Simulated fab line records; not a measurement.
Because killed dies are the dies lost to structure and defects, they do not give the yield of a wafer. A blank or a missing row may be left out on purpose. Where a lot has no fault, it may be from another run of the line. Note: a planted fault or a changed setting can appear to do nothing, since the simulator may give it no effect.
fab line records	flow nand-harc
record: lots: 14	wafers: 36	last-day: 32
route steps=1302 shown A_STAIRCASE@870 A_SGD_CUT@890 END@1302
lots that met no fault: from a run of the same line without faults
start-h: start of the lot's first displayed wafer, in hours after the record's first day	wait-h: hours elapsed since this lot's preceding step	" as in the row above	L1.1+2: several wafers, shown together as one row	- no value, or no start was given	* or withheld: withheld	< > ~ a bound
route shown NAME@n: NAME is a module with steps in the file, n the number in the route of the first one	usual: mean/standard deviation taken from wafers without a fault	same: alike in all rows	chamber/n: place in a boat	sites: each site's reading	_std_site: standard deviation across them	_edge_site: the outer-site mean with the inner-site mean subtracted	radius-mm: for every site, how far away it sits from the centre of the wafer	mask NAME#n: copy n	behind: tool/chamber where the wafer was last shaped	hold: cause of the lot's hold/its duration in hours/its outcome	device: names the non-switching transistor (n, p or np)	end of line: the route-end tests of the same wafers	a step with no rows: only its recipe	killed: dies lost to structure and defects at the first sort, not the wafer's yield	map: the dies of a wafer, with x for killed, . for not killed, _ for no die there
set.NAME: the setting the step ran with; set.NAME@STEP: the setting that earlier step ran with	model.NAME: the simulator's own value behind a step, which no gauge read
a sample of lots followed through the steps of the route, with each step as a table and each wafer as a row
services: the hour from which a tool's chamber was out of use, counted from the record's first day as start-h (under 0 if before that day), plus the number of hours and why
== steps ==
step: NHARC_A_STAIRCASE_ETCH_444
recipe: target-depth-a: 2.04e+05	time-s: 6800	c4f8-flow-sccm: 20	o2-flow-sccm: 10	ar-flow-sccm: withheld	rf-w: 600	bias-w: 1000	chemistry: C4F8/O2
usual: oes-product-au: 0.939/0.022	rf-fwd-power-W: 599.8/1.8	rf-vpp-V: 808/5
lot.wafer	tool	chamber	start-h	wait-h	oes-product-au	rf-fwd-power-W	rf-hours-counter-h	rf-vpp-V
L687.2	rie-diel-08	1	426.60	0.5	0.939	601.5	15	808
L687.1	"	3	"	"	0.924	602.9	18	810
L687.6	"	0	"	"	0.926	596.7	-	817
L690.2	rie-diel-10	0	450.69	0.5	0.953	601.3	6	814
L690.4	"	2	"	"	0.985	600.4	6	815
L690.5	"	3	"	"	0.948	598.4	-	808
L688.1	rie-diel-08	2	450.84	0.1	0.942	598.7	24	808
L688.4	"	3	"	"	0.927	600.5	25	810
L688.5	"	2	452.74	1.9	0.940	601.9	-	807
L689.1	rie-diel-06	0	451.34	1.0	0.938	598.2	39	803
L689.4	"	1	"	"	0.916	599.4	39	802
L689.5	"	2	"	"	0.920	601.3	-	814
L692.4	rie-diel-08	0	479.06	0.2	0.937	599.6	36	816
L692.2	"	2	"	"	0.932	601.1	38	806
L692.5	"	0	"	"	0.947	599.5	-	815
L693.1	rie-diel-06	0	501.65	0.1	0.961	600.9	4	802
L693.2	"	1	"	"	1.002	601.1	3	803
L693.6	"	1	504.05	2.4	0.990	598.3	-	800
L694.1	rie-diel-08	2	501.81	0.1	0.943	598.2	43	808
L694.4	"	0	"	"	0.947	599.4	43	817
L694.5	"	3	504.18	2.4	0.922	600.8	-	810
L695.4	rie-diel-06	0	512.62	0.6	0.939	601.5	9	804
L695.3	"	2	"	"	0.937	599.6	7	814
L695.5	"	3	"	"	0.924	597.8	-	803
L703.4	rie-diel-06	0	587.01	0.1	0.931	597.2	41	803
L704.3	rie-diel-08	2	588.04	1.1	0.949	602.8	14	807
L702.2	rie-diel-10	2	588.50	1.5	0.932	603.1	46	814
L706.2	rie-diel-08	2	610.99	0.1	0.929	598.2	24	807
L706.1	"	3	"	"	0.940	598.5	24	808
L706.5	"	3	613.52	2.6	0.936	599.9	-	808
L705.4	rie-diel-10	0	611.13	0.1	0.947	599.8	2	815
L705.2	"	3	612.56	1.5	0.910	598.5	2	806
L705.6	"	1	"	"	0.928	595.5	-	813
L710.3	rie-diel-08	1	638.30	0.1	0.968	600.5	25	805
L710.1	"	3	"	"	0.965	603.3	33	807
L710.5	"	1	"	"	0.966	601.7	-	807
step: NHARC_A_SGD_CUT_DEP_00
recipe: target-thk-a: 500	temp-c: 400	target-thk-nm: 50	flow-sccm: 200	rf-w: 450	material: SiNx
usual: heater-power-w: 758/90	rf-fwd-power-W: 448.0/1.5
lot.wafer	tool	chamber	start-h	wait-h	heater-power-w	rf-fwd-power-W
L687.2	pecvd-01	0	433.77	0.6	653	444.5
L687.1	"	1	"	"	740	449.5
L687.6	"	1	"	"	773	449.8
L690.2	pecvd-01	2	457.38	0.1	824	445.3
L690.4	"	0	"	"	647	445.6
L690.5	"	1	"	"	756	447.6
L689.1	pecvd-03	1	457.66	0.1	740	449.0
L689.5	"	0	"	"	671	451.2
L689.4	"	1	"	"	749	449.7
L688.1	pecvd-03	1	457.92	0.1	754	448.2
L688.4	"	1	"	"	753	448.6
L688.5	"	2	"	"	856	448.7
L692.2	pecvd-03	1	486.10	0.1	729	446.6
L692.5	"	1	"	"	718	446.8
L692.4	"	2	"	"	759	447.4
L693.1	pecvd-04	2	508.97	0.1	776	449.1
L693.2	"	0	"	"	1010	449.5
L693.6	"	0	"	"	999	445.6
L694.1	pecvd-04	2	509.21	0.1	720	447.4
L694.4	"	2	"	"	724	446.2
L694.5	"	0	"	"	996	446.3
L695.3	pecvd-01	0	519.26	0.1	636	444.9
L695.5	"	2	"	"	768	447.8
L695.4	"	1	"	"	738	447.8
L703.4	pecvd-01	2	594.45	0.2	747	447.1
L702.2	pecvd-01	2	594.54	0.1	796	450.5
L704.3	pecvd-01	2	594.71	0.1	744	449.8
L705.2	pecvd-04	2	618.25	0.1	718	447.0
L705.6	"	2	"	"	706	447.5
L705.4	"	0	"	"	966	449.1
L706.2	pecvd-04	2	619.08	0.1	740	448.6
L706.1	"	0	"	"	995	447.8
L706.5	"	1	"	"	693	447.9
L710.1	pecvd-04	1	645.50	0.1	723	446.4
L710.3	"	2	"	"	742	447.1
L710.5	"	2	"	"	711	448.9
step: NHARC_A_SGD_CUT_OVL_MEAS_10
usual: overlay-x-nm: 0.1/0.89	overlay-y-nm: 0.3/0.86
lot.wafer	tool	chamber	start-h	wait-h	overlay-x-nm	overlay-y-nm
L687.1	overlay-02	-	434.55	-	1.2	-0.2
L687.2	"	-	"	"	1.2	-0.1
L687.6	"	-	"	"	1.7	-0.3
L690.2	overlay-01	-	458.13	-	0.2	0.2
L690.4	"	-	"	"	0.2	0.3
L690.5	"	-	"	"	0.6	0.7
L689.1	overlay-01	-	458.46	-	-0.9	-0.5
L689.4	"	-	"	"	-1.2	-0.7
L689.5	"	-	"	"	-1.0	-0.7
L688.1	overlay-02	-	458.73	-	0.4	-0.2
L688.4	"	-	"	"	0.6	-0.2
L688.5	"	-	"	"	0.7	0.4
L692.2	overlay-01	-	486.79	-	0.3	0.4
L692.4	"	-	"	"	0.1	0.5
L692.5	"	-	"	"	0.6	0.0
L693.1	overlay-01	-	509.74	-	1.7	-0.2
L693.2	"	-	"	"	1.4	0.0
L693.6	"	-	"	"	1.1	-0.1
L694.1	overlay-02	-	510.05	-	0.4	-0.1
L694.4	"	-	"	"	-0.6	-0.8
L694.5	"	-	"	"	0.1	-0.4
L695.3	overlay-01	-	519.92	-	0.1	0.1
L695.4	"	-	"	"	1.0	0.0
L695.5	"	-	"	"	0.2	-0.5
L703.4	overlay-01	-	595.18	-	0.4	2.6
L702.2	overlay-01	-	595.35	-	0.5	0.6
L704.3	overlay-01	-	595.52	-	-2.2	1.2
L705.2	overlay-01	-	619.04	-	1.0	-0.7
L705.4	"	-	"	"	0.4	-0.6
L705.6	"	-	"	"	1.1	-0.2
L706.1	overlay-01	-	619.89	-	0.8	0.1
L706.2	"	-	"	"	0.5	-0.9
L706.5	"	-	"	"	0.7	-0.4
L710.1	overlay-02	-	646.29	-	-0.2	-1.2
L710.3	"	-	"	"	-0.1	-1.1
L710.5	"	-	"	"	-0.1	-0.9
step: NHARC_A_SGD_CUT_INSPECT_11
usual: raw-defect-count: 54/31
lot.wafer	tool	chamber	start-h	wait-h	hold	raw-defect-count
L687.1	defect-inspect-01	-	434.58	0.0	-	79
L687.2	"	-	"	"	-	62
L687.6	"	-	"	"	-	66
L690.2	defect-inspect-02	-	458.17	0.0	-	57
L690.4	"	-	"	"	-	77
L690.5	"	-	"	"	-	67
L689.1	defect-inspect-01	-	458.50	0.0	-	129
L689.4	"	-	"	"	-	99
L689.5	"	-	"	"	-	119
L688.1	defect-inspect-02	-	458.77	0.0	-	18
L688.4	"	-	"	"	-	26
L688.5	"	-	"	"	-	19
L692.2	defect-inspect-01	-	486.82	0.0	-	37
L692.4	"	-	"	"	-	23
L692.5	"	-	"	"	-	33
L693.1	defect-inspect-02	-	509.78	0.0	-	28
L693.2	"	-	"	"	-	21
L693.6	"	-	"	"	-	24
L694.1	defect-inspect-02	-	510.08	0.0	-	69
L694.4	"	-	"	"	-	64
L694.5	"	-	"	"	-	64
L695.3	defect-inspect-02	-	519.96	0.0	-	24
L695.4	"	-	"	"	-	33
L695.5	"	-	"	"	-	29
L703.4	defect-inspect-02	-	595.21	0.0	await-dispo/0.2h/release	526
L703.4	defect-inspect-02	-	595.38	0.2	-	530
L702.2	defect-inspect-01	-	595.38	0.0	await-dispo/0.2h/release	518
L702.2	defect-inspect-01	-	595.56	0.2	-	515
L704.3	defect-inspect-01	-	595.56	0.0	await-dispo/0.2h/release	503
L704.3	defect-inspect-01	-	595.73	0.2	-	504
L705.2	defect-inspect-02	-	619.07	0.0	-	18
L705.4	"	-	"	"	-	18
L705.6	"	-	"	"	-	19
L706.1	defect-inspect-01	-	619.92	0.0	-	88
L706.2	"	-	"	"	-	95
L706.5	"	-	"	"	-	93
L710.1	defect-inspect-01	-	646.32	0.0	-	95
L710.3	"	-	"	"	-	97
L710.5	"	-	"	"	-	92
step: NHARC_A_SGD_CUT_THK_MEAS_22
recipe: thk-meas-gauge: ellipsometry
usual: thk-nm: 147.9/1.6
lot.wafer	tool	chamber	start-h	wait-h	thk-nm
L687.1	film-metro-02	-	440.64	0.2	148.3
L687.2	"	-	"	"	149.9
L687.6	"	-	"	"	149.5
L689.1	film-metro-01	-	464.62	0.2	146.8
L689.4	"	-	"	"	146.3
L689.5	"	-	"	"	147.7
L688.1	film-metro-02	-	464.77	0.2	147.6
L688.4	"	-	"	"	146.7
L688.5	"	-	"	"	150.5
L690.2	film-metro-01	-	464.93	0.2	147.0
L690.4	"	-	"	"	148.0
L690.5	"	-	"	"	149.2
L692.2	film-metro-02	-	496.13	0.2	147.4
L692.4	"	-	"	"	149.7
L692.5	"	-	"	"	149.3
L693.1	film-metro-02	-	515.99	0.2	150.2
L693.2	"	-	"	"	146.7
L693.6	"	-	"	"	147.7
L694.1	film-metro-01	-	515.99	0.2	149.0
L694.4	"	-	"	"	145.6
L694.5	"	-	"	"	148.0
L695.3	film-metro-01	-	526.92	0.2	149.1
L695.4	"	-	"	"	150.9
L695.5	"	-	"	"	149.1
L703.4	film-metro-02	-	601.29	0.2	146.7
L702.2	film-metro-02	-	602.97	0.2	148.2
L704.3	film-metro-01	-	603.15	0.2	149.0
L706.1	film-metro-02	-	625.26	0.2	147.4
L706.2	"	-	"	"	148.5
L706.5	"	-	"	"	148.4
L705.2	film-metro-01	-	625.26	0.2	146.4
L705.4	"	-	"	"	147.6
L705.6	"	-	"	"	148.7
L710.1	film-metro-02	-	652.79	0.2	143.5
L710.3	"	-	"	"	147.5
L710.5	"	-	"	"	145.4
step: NHARC_END_SORT_01
recipe: temp-c: 25
usual: killed-at-array: 56/19	killed-at-other: 0.6/1	killed-at-periphery: 3.9/2.7	killed-dies: 61/19	killed-open: 3.3/1.9	killed-short: 2.4/1.7
same: gross-dies: 677
lot.wafer	tool	chamber	start-h	wait-h	killed-at-array	killed-at-other	killed-at-periphery	killed-dies	killed-open	killed-short
L704.3	prober-01	0	731.99	3.1	110	3	4	117	7	1
L702.2	prober-02	0	735.07	2.8	138	1	7	146	2	3
L703.4	prober-02	0	738.46	3.4	155	1	6	162	1	3
killed by level:class
L704.3 A_SGD_CUT:unspecified=84 A_CHANNEL_HOLE_D1:chamber-film-flake=12 A_SLIT:chamber-film-flake=5 P_M0:geometric-particle:open=3 A_STAIRCASE:chamber-film-flake=3 THIN_TSV:chamber-film-flake=2 A_DECK1_JOINT:geometric-particle:open=1 A_CHANNEL_HOLE_D2:geometric-particle:open=1
L702.2 A_SGD_CUT:unspecified=75 A_SLIT:chamber-film-flake=29 A_CHANNEL_HOLE_D2:chamber-film-flake=12 A_CHANNEL_HOLE_D1:chamber-film-flake=8 A_CONTACT:chamber-film-flake=8 A_CHANNEL_FILL_D1:geometric-particle:short=2 P_M1:chamber-film-flake=2 P_M0:geometric-particle:open=1
L703.4 A_SGD_CUT:unspecified=76 A_CHANNEL_HOLE_D1:chamber-film-flake=38 A_SLIT:chamber-film-flake=19 A_CHANNEL_HOLE_D2:chamber-film-flake=15 P_STI:chamber-film-flake=2 P_CONTACT:chamber-film-flake=2 A_CONTACT:chamber-film-flake=2 P_GATE:geometric-particle:short=1
== services ==
tool	chamber	start-h	hours	kind
rie-diel-10	-	420.00	9.0	pm
pecvd-01	-	423.94	1.6	repair
rie-diel-08	0	426.04	-	clean
rie-diel-08	1	426.04	-	clean
rie-diel-08	2	426.04	-	clean
rie-diel-08	3	426.04	-	clean
pecvd-04	-	450.04	13.0	pm
rie-diel-08	0	450.76	-	clean
rie-diel-10	1	466.77	17.7	repair
rie-diel-06	2	474.45	7.3	repair
rie-diel-06	-	484.37	9.0	pm
rie-diel-10	-	491.56	33.9	repair
pecvd-01	-	491.97	0.3	repair
pecvd-03	0	521.68	3.0	repair
rie-diel-08	-	541.65	3.1	repair
rie-diel-08	-	544.84	9.0	pm
pecvd-03	-	547.45	13.0	pm
rie-diel-06	3	558.29	5.9	repair
pecvd-03	-	575.30	91.9	repair
pecvd-01	0	580.86	3.9	repair
rie-diel-10	-	597.01	9.0	pm
pecvd-01	2	597.73	6.6	repair
rie-diel-08	1	607.41	5.6	repair
pecvd-04	-	631.04	13.0	pm
== key ==
first-sign: step: NHARC_A_SGD_CUT_INSPECT_11	reading: visit	direction: added
effect: step: NHARC_A_SGD_CUT_INSPECT_11	reading: raw-defect-count	direction: up	sigmas: 15	usual: 54	struck: 516
effect: step: NHARC_END_SORT_01	reading: killed-dies	direction: up	sigmas: 4.3	usual: 61	struck: 142
more-kills-born-at: NHARC_A_SGD_CUT_DEP_00@pecvd-01: 235
met-at NHARC_A_SGD_CUT_DEP_00
struck-lots L702,L703,L704
struck-wafers L702.2,L703.4,L704.3
tester-left-out L702,L703,L704
not-acting-at NHARC_A_STAIRCASE_ETCH_444,NHARC_A_SGD_CUT_OVL_MEAS_10,NHARC_A_SGD_CUT_THK_MEAS_22
onset-between 519.26 594.45
fault: kind: chamber-particle-source	tool: pecvd-01	chamber: 2	onset-h: 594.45	steps: NHARC_A_SGD_CUT_DEP_00	rate-per-visit-cm2: 0.72789	end-h: 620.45
tester-left-out: of these lots the tester's yield and bins aren't shown, on N5 and GAA mostly nor the transistor test; their killed dies are dies lost to structure and defects alone, not to doping, threshold or leakage, so they don't give the yield
